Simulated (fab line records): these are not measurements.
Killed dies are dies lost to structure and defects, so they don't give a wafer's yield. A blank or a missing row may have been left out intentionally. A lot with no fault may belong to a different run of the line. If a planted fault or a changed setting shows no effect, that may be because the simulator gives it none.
Comparing a struck lot with a sound one | flow nand-harc | 24 steps out of a route of 1159
Sound: the wafers L398.1, L398.5, L398.6. Wafers struck: L401.4, L401.5, L401.6. The cause comes at the end.
Order at every step that has rows: each side's tool, ch and its chambers, its first start. Under that, the readings that differ: sound wafers | struck wafers | difference of the means | sigmas: that difference in standard deviations of wafers without a fault.
alike: words and numbers the same on both sides, and readings whose means are apart by under 2 such deviations; not compared: readings that were withheld, readings missing a value for some wafer, numbers with overlapping values and no deviation given by the record, and bounds like >300 which may hide the same value.
The two part at a step that has a row with sigmas, a row that says differs or no value, or rows on one side only. Numbers that don't overlap but have no deviation are shown without sigmas and don't part them. A reading that every wafer of one side lacks parts them only if that side has two wafers or more.

NHARC_P_M1_INSPECT_27:
  struck on defect-inspect-02, day 8 19:52; sound on defect-inspect-02, day 8 00:42
  alike: raw-defect-count
NHARC_P_M1_PRE_CLEAN_32: time 12 s.
  sound on pecvd-01 ch 1,2, day 8 00:46; struck on pecvd-03 ch 0,1,2, day 8 19:58
  alike: heater-power-w
NHARC_P_M1_DEP_33: deposits SiCN, target thk 30 nm.
  sound on pecvd-01 ch 1,2, day 8 00:51; struck on pecvd-03 ch 0,1,2, day 8 20:08
  alike: heater-power-w
then, 8 steps without rows for these wafers: NHARC_P_M2_DEP_00 (deposits SiOC, target thk 182.5 nm); NHARC_P_M2_DEHYDRATE_01 (time 120 s); NHARC_P_M2_HMDS_02 (time 30 s); NHARC_P_M2_COAT_34 (time 65 s); NHARC_P_M2_COAT_03 (resist thk 90 nm); NHARC_P_M2_SOFTBAKE_04 (time 55 s); NHARC_P_M2_EBR_05; NHARC_P_M2_EXPOSE_06 (exposes mask P M2, target cd 170 nm).
NHARC_P_M2_PEB_07: peb time 65 s.
  sound on litho-track-06 ch 0, day 8 02:01; struck on litho-track-06 ch 0, day 8 21:12
  reading                  | sound             | struck            | difference | sigmas
  heater-power-total-W (W) | 157.1 156.6 156.3 | 165.0 164.8 164.9 | +8.2       | +20
  alike: chill-plate-temp-C
then, 1 step without rows for these wafers: NHARC_P_M2_DEVELOP_08 (develop time 35 s).
NHARC_P_M2_CD_MEAS_09: the cd target is 170 nm.
  sound on cd-sem-01 ch 0, day 8 02:06; struck on cd-sem-01 ch 0, day 8 21:17
  reading    | sound             | struck            | difference | sigmas
  cd-nm (nm) | 170.2 169.5 169.6 | 166.4 165.4 166.2 | -3.8       | -4
NHARC_P_M2_OVL_MEAS_10: pitch 340 nm.
  struck on overlay-01, day 8 21:22; sound on overlay-02, day 8 02:11
  alike: overlay-x-nm, overlay-y-nm
NHARC_P_M2_INSPECT_11:
  struck on defect-inspect-02, day 8 21:24; sound on defect-inspect-01, day 8 02:13
  alike: raw-defect-count
NHARC_P_M2_DESCUM_14: chemistry O2, time 3 s.
  sound on rie-diel-03 ch 1,2, day 8 02:17; struck on rie-diel-05 ch 0,2,3, day 8 21:29
  reading               | sound             | struck            | difference | sigmas
  model.P_M2.cd-nm (nm) | 170.1 169.4 169.6 | 167.2 165.3 165.1 | -3.8       |
  alike: drypump-motor-current-A, o2-flow-sccm, oes-product-au, rf-vpp-V, showerhead-plenum-p-Torr, throttle-valve-pct
  not compared: rf-hours-counter-h
NHARC_P_M2_ETCH_35: etches the open film in N2/H2, target depth 40 nm, overetch 12 nm, time 43.94 s.
  sound on rie-diel-03 ch 0,3, day 8 02:22; struck on rie-diel-05 ch 0,1,3, day 8 21:34
  alike: drypump-motor-current-A, oes-product-au, rf-vpp-V, showerhead-plenum-p-Torr, throttle-valve-pct
  not compared: rf-hours-counter-h
NHARC_P_M2_ETCH_15: etches the open film in C4F8/Ar, target depth 182.5 nm, time 91.2 s.
  sound: rie-diel-03 ch 2,3; struck: rie-diel-05 ch 2,3
  alike: oes-product-au, rf-vpp-V
  not compared: rf-hours-counter-h
NHARC_P_M2_CD_MEAS_16:
  struck on cd-sem-02, day 8 21:51; sound on cd-sem-03, day 8 02:35
  reading    | sound             | struck            | difference | sigmas
  cd-nm (nm) | 169.9 169.5 168.8 | 167.2 164.6 164.9 | -3.8       | -3
NHARC_P_M2_STRIP_18: strips in N2/H2.
  sound on rie-diel-03 ch 1,2, day 8 02:41; struck on rie-diel-05 ch 1,2,3, day 8 21:58
  alike: drypump-motor-current-A, oes-product-au, rf-vpp-V, showerhead-plenum-p-Torr, throttle-valve-pct
  not compared: rf-hours-counter-h
NHARC_P_M2_ETCH_28: etches the open film in CF4/N2, target depth 30 nm, time 72.99 s.
  sound: rie-diel-03 ch 0,1,3; struck: rie-diel-05 ch 0,1
  reading               | sound             | struck            | difference | sigmas
  model.P_M2.cd-nm (nm) | 170.8 171.3 169.7 | 168.5 165.2 164.6 | -4.5       |
  alike: drypump-motor-current-A, oes-product-au, rf-vpp-V, showerhead-plenum-p-Torr, throttle-valve-pct
  not compared: rf-hours-counter-h
then, 1 step without rows for these wafers: NHARC_P_M2_STRIP_19 (strips in post etch residue remover, time 600 s).
-- break in the record here, with 14 days between the starts of the struck wafers on either side (left off in module P_M2, picked up again in module END, where the first step shown is number 1159 on the route) --
NHARC_END_SORT_01:
  sound on prober-02 ch 0, day 21 14:11; struck on prober-01 ch 0, day 22 13:58
  alike: defect-limited-yield, killed-at-array, killed-at-other, killed-at-periphery, killed-dies, killed-open, killed-short, sort_bin_2_pct, sort_bin_3_pct, sort_bin_4_pct, sort-n-pass, sort-rim-yield-pct, sort-yield-pct

== WHERE THEY PART ==
At NHARC_P_M2_PEB_07 first; at NHARC_P_M2_CD_MEAS_16 last (within this record only). Later steps at which nothing parts them and some readings are alike: NHARC_P_M2_STRIP_18, NHARC_P_M2_ETCH_28, NHARC_END_SORT_01.

WHY: what had been put in by the simulator
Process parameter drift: litho-track-06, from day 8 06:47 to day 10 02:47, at NHARC_P_M2_PEB_07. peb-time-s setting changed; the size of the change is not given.
